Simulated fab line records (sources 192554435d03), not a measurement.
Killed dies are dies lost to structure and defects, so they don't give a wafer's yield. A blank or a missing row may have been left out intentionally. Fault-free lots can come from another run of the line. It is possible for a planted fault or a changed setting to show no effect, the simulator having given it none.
fab line records -- flow n5Finfet -- part 1 of 2: steps 1 to 4 of 6
record lots=22, wafers=66, lastDay=18
route steps=1938 shown BEOL_M8@1345
lots that met no fault: from a run of the same line without faults
startH: hours from the record's opening day to when the first of the lot's shown wafers began -- waitH: hours from the lot's prior step to this one -- " identical to the entry in the row above -- L1.1+2: a single row standing in for several wafers -- - no value present, or no start provided -- * or withheld: withheld -- < > ~ a bound
route shown NAME@n: names a module that has steps shown in the file, with the first one's number in the route -- usual: mean/standard deviation taken from wafers without a fault -- same: alike in all rows -- chamber/n: place in a boat -- sites: each site's reading -- _std_site: standard deviation of those values -- _edge_site: the outer-site mean with the inner-site mean subtracted -- radiusMm: how far each site lies from the wafer's centre -- mask NAME#n: copy n -- behind: the last tool/chamber to shape the wafer -- hold: what put the lot on hold/how long, in hours/how the hold closed -- device: the n, p or np transistor that did not switch -- end of line: at the end of the route, the tests of the same wafers -- a step with no rows: only its recipe -- killed: the dies lost at the first sort to structure and to defects; this is not the yield of the wafer -- map: shows each die of a wafer: x if killed, . if not, _ if none is there
set.NAME: the setting as run; set.NAME@STEP: as run at that earlier step -- model.NAME: the simulator's own value behind a step, which no gauge read
the route's steps for a sample of lots (tables are steps, rows are wafers)
services: a tool's chamber out of use, with start hour (startH, from the record's first day; less than 0 if before it), hours out, and reason
## steps
# step N5_BEOL_M8_CD_MEAS_11
# recipe targetCdNm=38.5, landingEnergyEv=500, detector=seInlens, polarity=opening
# usual cdNm=38.6/0.38
lot.wafer,tool,chamber,startH,waitH,cdNm
L074.3,cdSem-02,0,204.40,-,38.4
L074.4,cdSem-02,0,204.40,-,38.5
L074.6,cdSem-02,0,204.40,-,38.6
L075.1,cdSem-02,0,226.79,-,38.7
L075.2,cdSem-02,0,226.79,-,38.5
L075.4,cdSem-02,0,226.79,-,38.7
L076.2,cdSem-02,0,231.42,-,38.7
L076.3,cdSem-02,0,231.42,-,38.3
L076.5,cdSem-02,0,231.42,-,37.9
L078.1,cdSem-01,0,234.51,-,38.5
L078.3,cdSem-01,0,234.51,-,38.6
L078.6,cdSem-01,0,234.51,-,37.9
L077.1,cdSem-01,0,234.79,-,38.8
L077.3,cdSem-01,0,234.79,-,38.8
L077.5,cdSem-01,0,234.79,-,38.5
L079.3,cdSem-03,0,242.35,-,38.9
L079.4,cdSem-03,0,242.35,-,39.4
L079.5,cdSem-03,0,242.35,-,39.5
L080.1,cdSem-03,0,242.57,-,38.2
L080.3,cdSem-03,0,242.57,-,38.0
L080.5,cdSem-03,0,242.57,-,38.5
L081.2,cdSem-03,0,246.29,-,38.8
L081.4,cdSem-03,0,246.29,-,38.9
L081.6,cdSem-03,0,246.29,-,39.1
L082.3,cdSem-01,0,252.90,-,38.9
L082.5,cdSem-01,0,252.90,-,38.5
L082.6,cdSem-01,0,252.90,-,38.7
L083.2,cdSem-02,0,259.50,-,38.4
L083.4,cdSem-02,0,259.50,-,39.1
L083.6,cdSem-02,0,259.50,-,39.2
L084.1,cdSem-01,0,264.68,-,38.5
L084.4,cdSem-01,0,264.68,-,38.7
L084.6,cdSem-01,0,264.68,-,38.0
L085.2,cdSem-01,0,273.49,-,38.0
L085.3,cdSem-01,0,273.49,-,38.4
L085.6,cdSem-01,0,273.49,-,38.1
L086.2,cdSem-02,0,284.97,-,38.3
L086.5,cdSem-02,0,284.97,-,37.7
L086.6,cdSem-02,0,284.97,-,38.7
L087.1,cdSem-03,0,293.03,-,38.6
L087.2,cdSem-03,0,293.03,-,38.9
L087.6,cdSem-03,0,293.03,-,38.7
L088.4,cdSem-01,0,293.31,-,38.3
L088.5,cdSem-01,0,293.31,-,39.0
L088.6,cdSem-01,0,293.31,-,38.4
L089.3,cdSem-01,0,309.09,-,38.1
L089.4,cdSem-01,0,309.09,-,39.3
L089.5,cdSem-01,0,309.09,-,38.9
L091.1,cdSem-03,0,313.53,-,38.3
L091.2,cdSem-03,0,313.53,-,38.7
L091.4,cdSem-03,0,313.53,-,38.4
L093.1,cdSem-02,0,319.97,-,38.8
L093.3,cdSem-02,0,319.97,-,38.5
L093.4,cdSem-02,0,319.97,-,38.1
L095.2,cdSem-01,0,327.09,-,39.0
L095.3,cdSem-01,0,327.09,-,38.3
L095.4,cdSem-01,0,327.09,-,38.8
L094.1,cdSem-03,0,327.36,-,38.3
L094.3,cdSem-03,0,327.36,-,38.7
L094.4,cdSem-03,0,327.36,-,38.8
L096.2,cdSem-02,0,335.91,-,38.8
L096.3,cdSem-02,0,335.91,-,38.9
L096.4,cdSem-02,0,335.91,-,38.8
L097.2,cdSem-01,0,352.73,-,38.6
L097.4,cdSem-01,0,352.73,-,38.9
L097.5,cdSem-01,0,352.73,-,39.0
# step N5_BEOL_M8_OVL_MEAS_12
# recipe pointsPerWafer=44
# usual M8_OVL=0.6/0.66
# same pointsPerWafer=44
lot.wafer,tool,chamber,startH,waitH,M8_OVL[nm]
L074.3,overlay-02,0,204.43,0.0,1.2
L074.4,overlay-02,0,204.43,0.0,0.4
L074.6,overlay-02,0,204.43,0.0,0.6
L075.1,overlay-01,0,226.82,0.0,-0.9
L075.2,overlay-01,0,226.82,0.0,-0.4
L075.4,overlay-01,0,226.82,0.0,-0.7
L076.2,overlay-02,0,231.45,0.0,0.9
L076.3,overlay-02,0,231.45,0.0,0.8
L076.5,overlay-02,0,231.45,0.0,-0.9
L078.1,overlay-01,0,234.54,0.0,0.6
L078.3,overlay-01,0,234.54,0.0,1.0
L078.6,overlay-01,0,234.54,0.0,-0.8
L077.1,overlay-02,0,234.82,0.0,1.3
L077.3,overlay-02,0,234.82,0.0,0.5
L077.5,overlay-02,0,234.82,0.0,1.2
L079.3,overlay-01,0,242.38,0.0,0.3
L079.4,overlay-01,0,242.38,0.0,0.0
L079.5,overlay-01,0,242.38,0.0,0.3
L080.1,overlay-01,0,242.60,0.0,1.6
L080.3,overlay-01,0,242.60,0.0,1.0
L080.5,overlay-01,0,242.60,0.0,0.9
L081.2,overlay-01,0,246.32,0.0,-0.1
L081.4,overlay-01,0,246.32,0.0,0.8
L081.6,overlay-01,0,246.32,0.0,1.0
L082.3,overlay-01,0,252.93,0.0,0.7
L082.5,overlay-01,0,252.93,0.0,0.8
L082.6,overlay-01,0,252.93,0.0,1.1
L083.2,overlay-01,0,259.53,0.0,1.6
L083.4,overlay-01,0,259.53,0.0,1.8
L083.6,overlay-01,0,259.53,0.0,0.8
L084.1,overlay-02,0,264.71,0.0,2.1
L084.4,overlay-02,0,264.71,0.0,0.9
L084.6,overlay-02,0,264.71,0.0,1.3
L085.2,overlay-02,0,273.52,0.0,0.2
L085.3,overlay-02,0,273.52,0.0,1.0
L085.6,overlay-02,0,273.52,0.0,0.9
L086.2,overlay-01,0,285.00,0.0,0.3
L086.5,overlay-01,0,285.00,0.0,-0.1
L086.6,overlay-01,0,285.00,0.0,0.9
L087.1,overlay-02,0,293.06,0.0,0.2
L087.2,overlay-02,0,293.06,0.0,0.7
L087.6,overlay-02,0,293.06,0.0,1.1
L088.4,overlay-01,0,293.34,0.0,1.2
L088.5,overlay-01,0,293.34,0.0,1.4
L088.6,overlay-01,0,293.34,0.0,0.4
L089.3,overlay-02,0,309.12,0.0,-0.7
L089.4,overlay-02,0,309.12,0.0,0.0
L089.5,overlay-02,0,309.12,0.0,-0.7
L091.1,overlay-01,0,313.57,0.0,0.5
L091.2,overlay-01,0,313.57,0.0,0.7
L091.4,overlay-01,0,313.57,0.0,0.1
L093.1,overlay-02,0,320.00,0.0,1.2
L093.3,overlay-02,0,320.00,0.0,0.8
L093.4,overlay-02,0,320.00,0.0,1.6
L095.2,overlay-02,0,327.12,0.0,0.5
L095.3,overlay-02,0,327.12,0.0,0.3
L095.4,overlay-02,0,327.12,0.0,0.7
L094.1,overlay-02,0,327.39,0.0,0.3
L094.3,overlay-02,0,327.39,0.0,-0.6
L094.4,overlay-02,0,327.39,0.0,1.5
L096.2,overlay-02,0,335.94,0.0,0.9
L096.3,overlay-02,0,335.94,0.0,0.9
L096.4,overlay-02,0,335.94,0.0,1.1
L097.2,overlay-02,0,352.76,0.0,1.0
L097.4,overlay-02,0,352.76,0.0,1.8
L097.5,overlay-02,0,352.76,0.0,1.3
# step N5_BEOL_M8_DESCUM_33
# recipe chemistry=O2, timeS=7, sourcePowerW=50, biasPowerW=20, pressureMtorr=20, rfFrequencyHz=2.712e+07, tempC=40, resist=CAR-EUV, o2FlowSccm=225
# usual drypumpMotorCurrentA=5.8/0.5, oesProductAu=0.79/0.071, rfVppV=243.1/1.5, showerheadPlenumPTorr=2.08/0.077, throttleValvePct=20.40/0.2
lot.wafer,tool,chamber,startH,waitH,drypumpMotorCurrentA,oesProductAu,rfHoursCounterH,rfVppV,showerheadPlenumPTorr,throttleValvePct
L074.3,rieDiel-04,0,205.73,0.0,6.7,0.69,236,241.9,1.99,20.38
L074.4,rieDiel-04,2,205.73,0.0,5.5,0.71,184,243.8,2.09,20.73
L074.6,rieDiel-04,0,205.73,0.0,6.7,0.69,-,240.6,1.99,20.36
L075.1,rieDiel-05,1,227.94,0.1,5.9,0.85,66,241.6,2.04,20.44
L075.2,rieDiel-05,3,227.94,0.1,6.7,0.74,167,243.2,2.08,20.43
L075.4,rieDiel-05,2,227.94,0.1,5.1,0.89,27,244.5,2.05,20.16
L076.2,rieDiel-06,0,234.08,0.0,5.4,0.81,102,245.7,2.20,20.52
L076.3,rieDiel-06,2,234.08,0.0,5.8,0.89,25,243.4,2.05,20.23
L076.5,rieDiel-06,0,234.08,0.0,5.3,0.82,-,244.7,2.20,20.53
L078.1,rieDiel-06,1,236.43,0.0,6.0,0.70,216,242.2,1.98,20.38
L078.3,rieDiel-06,3,236.43,0.0,5.4,0.83,61,242.8,2.03,19.94
L078.6,rieDiel-06,3,236.43,0.0,5.4,0.83,-,243.2,2.03,19.93
L077.1,rieDiel-04,1,236.57,0.0,5.3,0.80,91,246.0,2.21,20.54
L077.3,rieDiel-04,2,236.57,0.0,5.5,0.71,196,241.7,2.08,20.74
L077.5,rieDiel-04,0,236.57,0.0,6.6,0.69,-,241.1,1.98,20.41
L079.3,rieDiel-04,2,244.33,0.0,5.5,0.70,198,242.6,2.08,20.74
L079.4,rieDiel-04,3,244.33,0.0,5.8,0.86,43,243.3,2.13,20.29
L079.5,rieDiel-04,2,244.33,0.0,5.5,0.71,-,243.1,2.08,20.74
L080.1,rieDiel-05,2,245.56,0.0,5.1,0.87,32,242.9,2.05,20.19
L080.3,rieDiel-05,1,245.56,0.0,5.9,0.85,71,242.1,2.03,20.43
L080.5,rieDiel-05,0,245.56,0.0,6.0,0.85,-,242.7,2.04,20.48
L081.2,rieDiel-04,3,248.30,0.0,5.8,0.85,45,244.5,2.13,20.30
L081.4,rieDiel-04,2,248.30,0.0,5.5,0.71,-,243.5,2.08,20.74
L081.6,rieDiel-04,1,248.30,0.0,5.3,0.80,-,244.0,2.20,20.55
L082.3,rieDiel-05,2,254.63,0.0,5.1,0.87,35,242.7,2.05,20.17
L082.5,rieDiel-05,3,254.63,0.0,6.6,0.74,-,242.6,2.08,20.45
L082.6,rieDiel-05,0,254.63,0.0,6.0,0.86,-,243.6,2.04,20.48
L083.2,rieDiel-05,2,261.04,0.0,5.1,0.87,37,240.5,2.05,20.17
L083.4,rieDiel-05,0,261.04,0.0,6.1,0.85,-,242.8,2.04,20.47
L083.6,rieDiel-05,1,261.04,0.0,5.9,0.84,-,242.9,2.03,20.43
L084.1,rieDiel-05,0,267.13,0.0,6.1,0.85,50,243.4,2.04,20.49
L084.4,rieDiel-05,1,267.13,0.0,5.9,0.84,78,243.6,2.03,20.43
L084.6,rieDiel-05,2,267.13,0.0,5.1,0.87,-,242.9,2.05,20.18
L085.2,rieDiel-05,3,274.59,0.0,6.7,0.73,181,243.6,2.07,20.44
L085.3,rieDiel-05,2,274.59,0.0,5.1,0.86,42,242.4,2.05,20.18
L085.6,rieDiel-05,1,274.59,0.0,5.9,0.84,-,242.5,2.03,20.43
L086.2,rieDiel-06,2,286.63,0.4,5.8,0.86,44,241.3,2.04,20.24
L086.5,rieDiel-06,2,286.63,0.4,5.8,0.86,-,241.2,2.04,20.25
L086.6,rieDiel-06,1,286.63,0.4,6.0,0.70,-,240.4,1.98,20.39
L087.1,rieDiel-04,2,295.47,0.0,5.5,0.69,220,243.4,2.08,20.76
L087.2,rieDiel-04,1,295.47,0.0,5.3,0.76,117,242.5,2.20,20.56
L087.6,rieDiel-04,0,295.47,0.0,6.7,0.93,-,246.3,2.24,20.08
L088.4,rieDiel-04,1,295.95,0.4,5.3,0.77,-,245.4,2.20,20.58
L088.5,rieDiel-04,0,295.95,0.4,6.7,0.92,-,244.0,2.24,20.06
L088.6,rieDiel-04,2,295.95,0.4,5.5,0.69,-,242.3,2.08,20.78
L089.3,rieDiel-05,1,310.42,0.1,5.9,0.82,94,243.1,2.03,20.45
L089.4,rieDiel-05,3,310.42,0.1,6.7,0.72,193,242.9,2.07,20.46
L089.5,rieDiel-05,3,310.42,0.1,6.7,0.71,-,242.2,2.07,20.46
L091.1,rieDiel-06,1,315.01,0.5,6.0,0.69,244,242.5,1.97,20.40
L091.2,rieDiel-06,3,315.01,0.5,5.4,0.79,90,241.1,2.02,19.96
L091.4,rieDiel-06,0,315.01,0.5,5.3,0.78,130,245.2,2.19,20.55
L093.1,rieDiel-04,3,323.39,1.2,5.9,0.81,76,242.6,2.12,20.34
L093.3,rieDiel-04,1,323.39,1.2,5.3,0.76,126,245.9,2.19,20.58
L093.4,rieDiel-04,0,323.39,1.2,6.6,0.90,20,245.7,2.24,20.10
L095.2,rieDiel-04,1,329.27,0.1,5.3,0.76,129,244.5,2.19,20.60
L095.3,rieDiel-04,2,329.27,0.1,5.5,0.68,234,241.6,2.07,20.78
L095.4,rieDiel-04,0,329.27,0.1,6.7,0.89,23,243.2,2.24,20.08
L094.1,rieDiel-06,1,329.75,0.2,6.0,0.69,246,242.9,1.97,20.41
L094.3,rieDiel-06,2,329.75,0.2,5.7,0.84,57,243.1,2.04,20.25
L094.4,rieDiel-06,3,329.75,0.2,5.4,0.79,92,243.1,2.02,19.99
L096.2,rieDiel-06,0,337.98,0.0,5.4,0.78,135,245.3,2.19,20.58
L096.3,rieDiel-06,3,337.98,0.0,5.4,0.79,95,243.1,2.02,19.98
L096.4,rieDiel-06,1,337.98,0.0,6.0,0.68,248,239.1,1.97,20.41
L097.2,rieDiel-05,2,355.87,0.0,5.1,0.81,73,242.7,2.04,20.23
L097.4,rieDiel-05,3,355.87,0.0,6.7,0.70,212,241.6,2.06,20.50
L097.5,rieDiel-05,0,355.87,0.0,6.0,0.80,-,241.8,2.03,20.55
# step N5_BEOL_M8_ETCH_66
# recipe chemistry=N2/H2, target=SOC, targetDepthA=800, overetchA=160, maskMaterial=SiARC, tempC=40, timeS=120, ionEnergyEv=200, pressureMtorr=30, sourceW=840, biasW=150, n2FlowSccm=200, h2FlowSccm=200
# usual biasW=149.9/0.43, drypumpMotorCurrentA=5.8/0.49, oesProductAu=0.61/0.051, rfVppV=523.5/2.6, showerheadPlenumPTorr=2.53/0.089, throttleValvePct=17.77/0.2
lot.wafer,tool,chamber,startH,waitH,biasW,drypumpMotorCurrentA,oesProductAu,rfHoursCounterH,rfVppV,showerheadPlenumPTorr,throttleValvePct
L074.3,rieDiel-04,0,205.81,0.0,149.7,6.7,0.54,236,521.5,2.41,17.84
L074.4,rieDiel-04,2,205.81,0.0,150.0,5.5,0.55,184,525.1,2.54,18.07
L074.6,rieDiel-04,0,205.81,0.0,149.9,6.7,0.53,-,521.2,2.41,17.85
L075.1,rieDiel-05,1,228.02,0.0,150.3,5.9,0.65,66,522.6,2.48,17.79
L075.2,rieDiel-05,3,228.02,0.0,150.0,6.6,0.57,167,523.1,2.54,17.89
L075.4,rieDiel-05,2,228.02,0.0,149.9,5.1,0.68,27,523.2,2.48,17.47
L076.2,rieDiel-06,0,234.16,0.0,150.3,5.3,0.61,102,528.0,2.66,17.74
L076.3,rieDiel-06,2,234.16,0.0,149.9,5.8,0.68,25,523.1,2.50,17.68
L076.5,rieDiel-06,0,234.16,0.0,151.0,5.3,0.61,-,527.8,2.66,17.73
L078.1,rieDiel-06,1,236.51,0.0,150.1,6.0,0.55,216,520.3,2.41,17.80
L078.3,rieDiel-06,3,236.51,0.0,149.7,5.5,0.64,61,522.3,2.47,17.29
L078.6,rieDiel-06,3,236.51,0.0,149.7,5.5,0.63,-,521.8,2.47,17.28
L077.1,rieDiel-04,1,236.65,0.0,149.3,5.3,0.61,91,527.4,2.67,17.85
L077.3,rieDiel-04,2,236.65,0.0,149.5,5.5,0.55,196,524.2,2.53,18.09
L077.5,rieDiel-04,0,236.65,0.0,149.4,6.6,0.53,-,519.9,2.40,17.87
L079.3,rieDiel-04,2,244.41,0.0,149.9,5.5,0.54,198,523.4,2.53,18.07
L079.4,rieDiel-04,3,244.41,0.0,149.3,5.9,0.65,44,525.7,2.58,17.66
L079.5,rieDiel-04,2,244.41,0.0,149.4,5.5,0.54,-,524.1,2.53,18.06
L080.1,rieDiel-05,2,245.64,0.0,149.3,5.1,0.67,32,524.2,2.48,17.49
L080.3,rieDiel-05,1,245.64,0.0,149.9,5.9,0.65,71,521.9,2.48,17.81
L080.5,rieDiel-05,0,245.64,0.0,149.6,6.1,0.66,-,523.0,2.48,17.78
L081.2,rieDiel-04,3,248.38,0.0,149.5,5.9,0.65,45,524.6,2.58,17.64
L081.4,rieDiel-04,2,248.38,0.0,149.7,5.5,0.55,-,522.5,2.53,18.09
L081.6,rieDiel-04,1,248.38,0.0,149.3,5.3,0.61,-,525.8,2.67,17.86
L082.3,rieDiel-05,0,254.71,0.0,149.7,6.1,0.65,45,522.3,2.48,17.79
L082.5,rieDiel-05,1,254.71,0.0,149.6,5.9,0.64,-,522.3,2.47,17.82
L082.6,rieDiel-05,2,254.71,0.0,149.9,5.1,0.67,-,523.1,2.48,17.51
L083.2,rieDiel-05,2,261.12,0.0,149.9,5.1,0.67,38,522.4,2.48,17.51
L083.4,rieDiel-05,0,261.12,0.0,149.3,6.0,0.65,-,523.8,2.48,17.80
L083.6,rieDiel-05,1,261.12,0.0,150.6,5.9,0.63,-,522.5,2.47,17.81
L084.1,rieDiel-05,0,267.21,0.0,150.0,6.1,0.65,50,522.3,2.48,17.81
L084.4,rieDiel-05,1,267.21,0.0,149.2,5.9,0.64,78,521.8,2.47,17.82
L084.6,rieDiel-05,2,267.21,0.0,150.0,5.1,0.66,-,522.1,2.48,17.50
L085.2,rieDiel-05,3,274.67,0.0,149.5,6.7,0.56,181,522.3,2.54,17.91
L085.3,rieDiel-05,2,274.67,0.0,150.3,5.1,0.66,42,522.4,2.48,17.52
L085.6,rieDiel-05,1,274.67,0.0,150.0,5.9,0.64,-,521.7,2.47,17.81
L086.2,rieDiel-06,2,286.71,0.0,149.9,5.8,0.64,44,523.4,2.49,17.70
L086.5,rieDiel-06,2,286.71,0.0,149.8,5.8,0.64,-,521.6,2.49,17.71
L086.6,rieDiel-06,1,286.71,0.0,150.1,6.0,0.53,-,518.7,2.40,17.80
L087.1,rieDiel-04,2,295.55,0.0,149.5,5.5,0.53,220,522.9,2.52,18.13
L087.2,rieDiel-04,1,295.55,0.0,150.1,5.3,0.60,117,527.0,2.66,17.90
L087.6,rieDiel-04,0,295.55,0.0,150.6,6.7,0.71,-,528.1,2.71,17.49
L088.4,rieDiel-04,1,296.05,0.0,149.3,5.3,0.59,-,527.1,2.66,17.90
L088.5,rieDiel-04,0,296.05,0.0,149.7,6.7,0.71,-,528.7,2.71,17.48
L088.6,rieDiel-04,2,296.05,0.0,149.8,5.5,0.54,-,522.9,2.52,18.13
L089.3,rieDiel-05,1,310.50,0.0,150.5,5.9,0.63,94,522.4,2.47,17.84
L089.4,rieDiel-05,3,310.50,0.0,150.9,6.7,0.56,193,524.0,2.53,17.94
L089.5,rieDiel-05,3,310.50,0.0,150.6,6.7,0.56,-,523.7,2.53,17.95
L091.1,rieDiel-06,1,315.09,0.0,149.9,6.0,0.53,244,519.7,2.40,17.84
L091.2,rieDiel-06,3,315.09,0.0,150.1,5.4,0.61,90,521.4,2.46,17.35
L091.4,rieDiel-06,0,315.09,0.0,149.2,5.3,0.60,130,525.1,2.65,17.79
L093.1,rieDiel-04,3,323.46,0.0,149.9,5.8,0.62,76,525.3,2.57,17.71
L093.3,rieDiel-04,1,323.46,0.0,150.2,5.3,0.58,126,526.4,2.65,17.93
L093.4,rieDiel-04,0,323.46,0.0,150.4,6.7,0.69,20,527.5,2.71,17.50
L095.2,rieDiel-04,1,329.35,0.0,150.1,5.3,0.58,129,526.5,2.65,17.92
L095.3,rieDiel-04,2,329.35,0.0,150.5,5.5,0.52,234,523.2,2.52,18.14
L095.4,rieDiel-04,0,329.35,0.0,149.9,6.7,0.68,23,530.1,2.71,17.50
L094.1,rieDiel-06,1,329.83,0.0,150.1,6.0,0.53,246,520.3,2.40,17.83
L094.3,rieDiel-06,2,329.83,0.0,149.9,5.8,0.64,57,522.0,2.49,17.73
L094.4,rieDiel-06,3,329.83,0.0,149.9,5.4,0.60,92,519.8,2.46,17.34
L096.2,rieDiel-06,0,338.06,0.0,149.4,5.3,0.60,135,526.8,2.65,17.80
L096.3,rieDiel-06,3,338.06,0.0,150.6,5.4,0.61,95,521.3,2.46,17.34
L096.4,rieDiel-06,1,338.06,0.0,149.8,6.0,0.52,248,519.9,2.40,17.86
L097.2,rieDiel-05,2,355.95,0.0,150.1,5.1,0.63,73,521.6,2.47,17.57
L097.4,rieDiel-05,3,355.95,0.0,150.1,6.6,0.55,212,524.9,2.52,17.98
L097.5,rieDiel-05,0,355.95,0.0,150.5,6.1,0.62,-,521.5,2.47,17.86
